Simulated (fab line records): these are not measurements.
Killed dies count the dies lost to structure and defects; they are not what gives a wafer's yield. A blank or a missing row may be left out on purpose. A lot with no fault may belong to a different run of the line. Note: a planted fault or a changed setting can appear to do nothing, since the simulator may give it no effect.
Lot-split experiment	flow n5-finfet	7 lots, 39 wafers read, on a route of 1938 steps

## THE SPLIT ITSELF
At N5_SD_EPI_N_LINER_46 (material SiNx, target thk 3 nm), the setting target-thk-a was moved away from the recipe's 30 angstrom on 12 of the 39 wafers read, by -10.6% to +8.1%. All remaining wafers had this setting at the recipe value.

The reading is taken at the split's own step.

## THE READING
SiNx_of_SD_EPI_N_LINER_46.thk-nm (the simulator's own value, which no gauge read), in nm, at N5_SD_EPI_N_LINER_46 (material SiNx, target thk 3 nm). The file gives no usual value for it.

wafer	tool, chamber at the split	target-thk-a as run, angstrom	against the recipe	SiNx_of_SD_EPI_N_LINER_46.thk-nm, nm	against lot-mates on the recipe
L074.1	ald-sin-04, 0,1,2,3,1,2	30	recipe	3	-
L074.2	ald-sin-04, 0,1,2,3,1,2	30	recipe	3	-
L074.3	ald-sin-04, 0,1,2,3,1,2	30	recipe	3	-
L074.4	ald-sin-04, 0,1,2,3,1,2	30	recipe	3	-
L074.5	ald-sin-04, 0,1,2,3,1,2	30	recipe	3	-
L074.6	ald-sin-04, 0,1,2,3,1,2	30	recipe	3	-
L081.1	ald-sin-02, 1,2,1	28.03	-6.6%	2.8	-0.2
L081.3	ald-sin-02, 1,2,1	28.03	-6.6%	2.8	-0.2
L081.4	ald-sin-02, 1,2,1	28.03	-6.6%	2.8	-0.2
L081.2	ald-sin-02, 0,2,0	30	recipe	3	-
L081.5	ald-sin-02, 0,2,0	30	recipe	3	-
L081.6	ald-sin-02, 0,2,0	30	recipe	3	-
L085.1	ald-sin-04, 0,3,2	30	recipe	3	-
L085.2	ald-sin-04, 0,3,2	30	recipe	3	-
L085.4	ald-sin-04, 0,3,2	30	recipe	3	-
L085.3	ald-sin-04, 1,0,1	26.82	-10.6%	2.6	-0.4
L085.5	ald-sin-04, 1,0,1	26.82	-10.6%	2.6	-0.4
L085.6	ald-sin-04, 1,0,1	26.82	-10.6%	2.6	-0.4
L089.1	ald-sin-02, 2,0,2	27.99	-6.7%	2.8	-0.2
L089.2	ald-sin-02, 2,0,2	27.99	-6.7%	2.8	-0.2
L089.5	ald-sin-02, 2,0,2	27.99	-6.7%	2.8	-0.2
L089.3	ald-sin-02, 1,1,0	30	recipe	3	-
L089.4	ald-sin-02, 1,1,0	30	recipe	3	-
L089.6	ald-sin-02, 1,1,0	30	recipe	3	-
L090.2	ald-sin-04, 1,3,1	30	recipe	3	-
L090.3	ald-sin-04, 1,3,1	30	recipe	3	-
L090.4	ald-sin-04, 1,3,1	30	recipe	3	-
L094.1	ald-sin-04, 0,3,2,1,3,2	30	recipe	3	-
L094.2	ald-sin-04, 0,3,2,1,3,2	30	recipe	3	-
L094.3	ald-sin-04, 0,3,2,1,3,2	30	recipe	3	-
L094.4	ald-sin-04, 0,3,2,1,3,2	30	recipe	3	-
L094.5	ald-sin-04, 0,3,2,1,3,2	30	recipe	3	-
L094.6	ald-sin-04, 0,3,2,1,3,2	30	recipe	3	-
L095.1	ald-sin-04, 2,3,2	32.43	+8.1%	3.2	+0.2
L095.5	ald-sin-04, 2,3,2	32.43	+8.1%	3.2	+0.2
L095.6	ald-sin-04, 2,3,2	32.43	+8.1%	3.2	+0.2
L095.2	ald-sin-04, 3,1,0	30	recipe	3	-
L095.3	ald-sin-04, 3,1,0	30	recipe	3	-
L095.4	ald-sin-04, 3,1,0	30	recipe	3	-
When a row names more than one chamber, that row covers several wafers, and the file does not tell which wafer ran in which chamber.

FIT RESULTS
A straight line over all 39 wafers: SiNx_of_SD_EPI_N_LINER_46.thk-nm changes by +0.0315 nm for each +1% of target-thk-a; r = +0.99; the points scatter about the line by 0.023 nm.
The same after taking each lot's own level away (the mean of its wafers on the recipe; 39 wafers): +0.0315 nm for each +1%; r = +0.99; scatter 0.023 nm.
Per that fit: largest target-thk-a move, reading shift of 0.33 nm.
The lots' own levels span 3.00 to 3.00 nm.
Consequently the slope shifts little with the lot-to-lot level, the two slopes agreeing.
Check: with one of the wafers moved furthest among these (-10.6%) left out of the fit, the line predicts -0.332 nm for it against its lot-mates. It came out at -0.4 nm against them.

## THESE WAFERS: OTHER SPLITS
Before the reading, these wafers also passed through other splits. Each is held against what the fit with the lots' levels taken away leaves over:
other split on the same wafers	wafers away from the commonest value	r with SiNx_of_SD_EPI_N_LINER_46.thk-nm (lot level and that fit taken away)
N5_DUMMY_GATE_EXPOSE_12 dose-mj	12	-0.40
N5_DUMMY_GATE_ETCH_32 time-s	15	-0.12
N5_SD_EPI_N_ETCH_35 time-s	9	+0.13

## THE FILE'S OWN FIT
SiNx_of_SD_EPI_N_LINER_46.thk-nm changes by +0.032 nm for each +1% of target-thk-a, r = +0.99.
